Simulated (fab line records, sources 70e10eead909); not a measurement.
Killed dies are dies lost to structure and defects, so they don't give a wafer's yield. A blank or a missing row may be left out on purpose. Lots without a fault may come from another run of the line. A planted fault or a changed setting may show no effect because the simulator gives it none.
Which tool did it? | flow nand_harc | 13 lots, 39 wafers sampled, at 7 steps of a route of 1159

WHAT THE GAUGES READ, wafer by wafer
NHARC_P_M1_INSPECT_27.
lot  | measured     | on                | raw_defect_count
L512 | day 5 21:24  | defect_inspect-01 | 290 164 204
L516 | day 7 01:23  | defect_inspect-01 | 536 341 377
L513 | day 7 01:29  | defect_inspect-01 | 312 654 406
L519 | day 7 20:12  | defect_inspect-02 | 244 378 365
L520 | day 8 00:50  | defect_inspect-01 | 182 229 280
L521 | day 8 13:53  | defect_inspect-02 | 391 208 373
L526 | day 9 22:32  | defect_inspect-02 | 631 657 570
L527 | day 9 23:11  | defect_inspect-02 | 251 256 214
L528 | day 10 02:26 | defect_inspect-02 | 297 314 252
L529 | day 10 06:16 | defect_inspect-01 | 223 338 208
L532 | day 10 21:42 | defect_inspect-02 | 202 353 169
L534 | day 11 08:59 | defect_inspect-01 | 185 305 159
L535 | day 12 08:36 | defect_inspect-02 | 298 364 272

NHARC_P_M2_THK_MEAS_24: measures by xrf.
lot  | measured     | on            | thk_nm (nm)
L512 | day 6 01:25  | film_metro-02 | 141.6 144.1 146.1
L516 | day 7 05:26  | film_metro-02 | 143.8 144.9 143.3
L513 | day 7 05:51  | film_metro-01 | 143.4 144.6 143.7
L519 | day 8 00:17  | film_metro-01 | 29.2 31.6 30.6 28.7 30.7 28.4
L520 | day 8 04:50  | film_metro-01 | 30.2 28.3 30.3 29.5 30.0 29.1
L521 | day 8 17:52  | film_metro-01 | 30.7 30.4 28.9 30.0 28.4 30.3
L526 | day 10 02:50 | film_metro-01 | 145.2 143.5 145.5
L527 | day 10 03:23 | film_metro-01 | 142.8 144.7 144.0
L528 | day 10 06:20 | film_metro-01 | 142.8 143.4 143.3
L529 | day 10 10:22 | film_metro-01 | 143.6 145.7 145.8
L532 | day 11 01:46 | film_metro-02 | 143.4 143.1 142.7
L534 | day 11 13:07 | film_metro-01 | 145.8 143.4 143.4
L535 | day 12 15:19 | film_metro-02 | 140.8 143.4 142.5

NHARC_P_M2_INSPECT_27.
lot  | measured     | on                | raw_defect_count
L512 | day 6 01:34  | defect_inspect-01 | 313 421 1017
L516 | day 7 05:36  | defect_inspect-02 | 243 190 284
L513 | day 7 06:01  | defect_inspect-02 | 202 210 262
L526 | day 10 02:59 | defect_inspect-02 | 223 254 281
L527 | day 10 03:33 | defect_inspect-02 | 296 237 241
L528 | day 10 06:30 | defect_inspect-02 | 228 364 626
L529 | day 10 10:31 | defect_inspect-01 | 324 232 291
L532 | day 11 01:56 | defect_inspect-01 | 270 407 283
L534 | day 11 13:17 | defect_inspect-02 | 261 165 216
L535 | day 12 15:28 | defect_inspect-02 | 256 365 465

NHARC_END_SORT_01.
lot  | measured     | on        | defect_limited_yield (%) | killed_at_array | killed_at_other | killed_at_periphery | killed_dies | killed_open | killed_short | sort_bin_2_pct (%) | sort_bin_3_pct (%) | sort_bin_4_pct (%) | sort_n_pass | sort_rim_yield_pct (%) | sort_yield_pct (%)
L526 | day 24 05:20 | prober-02 | 94.1 92.5                | 37 48           | 0 2             | 3 1                 | 40 51       | 2 4         | 3 1          | 1.6 2.5            | 0.74 0.30          | 3.5 4.7            | 637 626     | 99.1 98.1              | 94.1 92.5

WHICH TOOL RAN EACH LOT (tool, then ch and the chambers of the sampled wafers, then the start)
lot  | NHARC_P_M2_ECD_22              | NHARC_P_M2_CMP_23             | NHARC_P_BONDPAD_DEP_00
L512 | ecd_cu-01 ch 0,1, day 6 00:22  | cmp-03 ch 0,1,3, day 6 01:05  | pecvd-02 ch 0,1,2, day 6 02:11
L516 | ecd_cu-02 ch 0,1, day 7 04:24  | cmp-01 ch 0,3, day 7 05:10    | pecvd-01 ch 0,1, day 7 06:20
L513 | ecd_cu-02 ch 0,1, day 7 04:49  | cmp-01 ch 1,2,3, day 7 05:34  | pecvd-04 ch 0,1, no start
L519 | ecd_cu-02 ch 0,1, day 7 23:18  | cmp-02 ch 0,1, day 7 23:58    | -
L520 | ecd_cu-02 ch 0,1, day 8 03:48  | cmp-01 ch 2,3, day 8 04:31    | -
L521 | ecd_cu-01 ch 0,1, day 8 16:53  | cmp-02 ch 0,1,2, day 8 17:33  | -
L526 | ecd_cu-01 ch 0,1, day 10 01:54 | cmp-03 ch 0,1,3, day 10 02:34 | pecvd-04 ch 1,2, day 10 03:38
L527 | ecd_cu-02 ch 0,1, day 10 02:24 | cmp-02 ch 0,1,3, day 10 03:10 | pecvd-01 ch 0,1, no start
L528 | ecd_cu-01 ch 0,1, day 10 05:17 | cmp-01 ch 0,1,2, day 10 06:01 | pecvd-02 ch 0,1,2, day 10 07:05
L529 | ecd_cu-02 ch 0,1, day 10 09:25 | cmp-03 ch 0,2,3, day 10 10:08 | pecvd-02 ch 1,2, no start
L532 | ecd_cu-02 ch 0,1, day 11 00:41 | cmp-01 ch 1,3, day 11 01:29   | pecvd-02 ch 0,1,2, no start
L534 | ecd_cu-02 ch 0,1, day 11 12:08 | cmp-02 ch 0,1, day 11 12:49   | pecvd-02 ch 0,1,2, no start
L535 | ecd_cu-02 ch 0,1, day 12 14:16 | cmp-01 ch 0,1,3, day 12 14:59 | pecvd-01 ch 0,1,2, day 12 16:12
- NHARC_P_M2_ECD_22: material Cu, target thk 400 nm.
- NHARC_P_M2_CMP_23: polishes, t overpolish 20 s, target thk 144.3 nm.
- NHARC_P_BONDPAD_DEP_00: deposits SiCN, target thk 250 nm.

WHAT THE TOOLS THEMSELVES READ (means of the sampled wafers that have a number; where no wafer has one, the mark that the record gives instead)
NHARC_P_M2_ECD_22.
lot  | tool      | bath_heat_duty_pct (%) | bath_temp_c (C)
L512 | ecd_cu-01 | 6.3                    | 25.03
L516 | ecd_cu-02 | 6.4                    | 24.96
L513 | ecd_cu-02 | 6.7                    | 24.94
L519 | ecd_cu-02 | -                      | -
L520 | ecd_cu-02 | -                      | -
L521 | ecd_cu-01 | -                      | -
L526 | ecd_cu-01 | 6.0                    | 25.02
L527 | ecd_cu-02 | 6.5                    | 24.85
L528 | ecd_cu-01 | 5.9                    | 25.03
L529 | ecd_cu-02 | 6.4                    | 24.88
L532 | ecd_cu-02 | 5.9                    | 24.97
L534 | ecd_cu-02 | 6.3                    | 24.97
L535 | ecd_cu-02 | 6.3                    | 25.08

NHARC_P_M2_CMP_23.
lot  | tool   | motor_current_A (A) | time_to_endpoint_s (s)
L512 | cmp-03 | 11.1                | 29.6
L516 | cmp-01 | 11.9                | 29.8
L513 | cmp-01 | 12.6                | 26.0
L519 | cmp-02 | 13.0                | 2.9
L520 | cmp-01 | 12.6                | 2.6
L521 | cmp-02 | 11.7                | 2.9
L526 | cmp-03 | 10.8                | 29.0
L527 | cmp-02 | 12.3                | 30.1
L528 | cmp-01 | 13.1                | 30.3
L529 | cmp-03 | 11.7                | 26.3
L532 | cmp-01 | 12.3                | 26.2
L534 | cmp-02 | 13.4                | 30.6
L535 | cmp-01 | 12.6                | 26.1

NHARC_P_BONDPAD_DEP_00.
lot  | tool     | heater_power_w (W)
L512 | pecvd-02 | 628
L516 | pecvd-01 | 614
L513 | pecvd-04 | 519
L526 | pecvd-04 | 551
L527 | pecvd-01 | 582
L528 | pecvd-02 | 601
L529 | pecvd-02 | 635
L532 | pecvd-02 | 649
L534 | pecvd-02 | 633
L535 | pecvd-01 | 558

THE ANSWER, worked out from the rows above alone
Rule: what is usual is taken from the lots themselves. Put in order of their means at a reading, lots are off if they are a third of the lots or fewer, leave a main group of 4 or more, and stand apart from it by a gap of 3 or more times the standard deviation of the main group's means; of several such gaps the widest counts. A main group whose means are all the same, to the digits that the tables above print for the reading, isn't used. A lot without any number at a reading at which 4 lots or more have one is off too. The other lots that the step has rows for count as sound. The gauges are gone through in route order, then the tools' own readings, and for those a lot's mean is taken as printed above. The first step at which some lot is off is used, and at that step the reading that is off furthest; a lot without a number counts as furthest.
Off: L519, L520, L521, at NHARC_P_M2_THK_MEAS_24 (thk_nm). The main group: mean 143.8 nm, standard deviation 0.78.
A tool fits if, at a process step before that reading, it ran every lot that is off, and no sound lot after the first of them. The gauges at NHARC_P_M2_THK_MEAS_24 aren't tried: what is off there is off at NHARC_P_M2_ECD_22 too, on other tools, and a gauge's error can't cause that. None of those tried fits.

WHAT THE SIMULATOR HAD PUT IN
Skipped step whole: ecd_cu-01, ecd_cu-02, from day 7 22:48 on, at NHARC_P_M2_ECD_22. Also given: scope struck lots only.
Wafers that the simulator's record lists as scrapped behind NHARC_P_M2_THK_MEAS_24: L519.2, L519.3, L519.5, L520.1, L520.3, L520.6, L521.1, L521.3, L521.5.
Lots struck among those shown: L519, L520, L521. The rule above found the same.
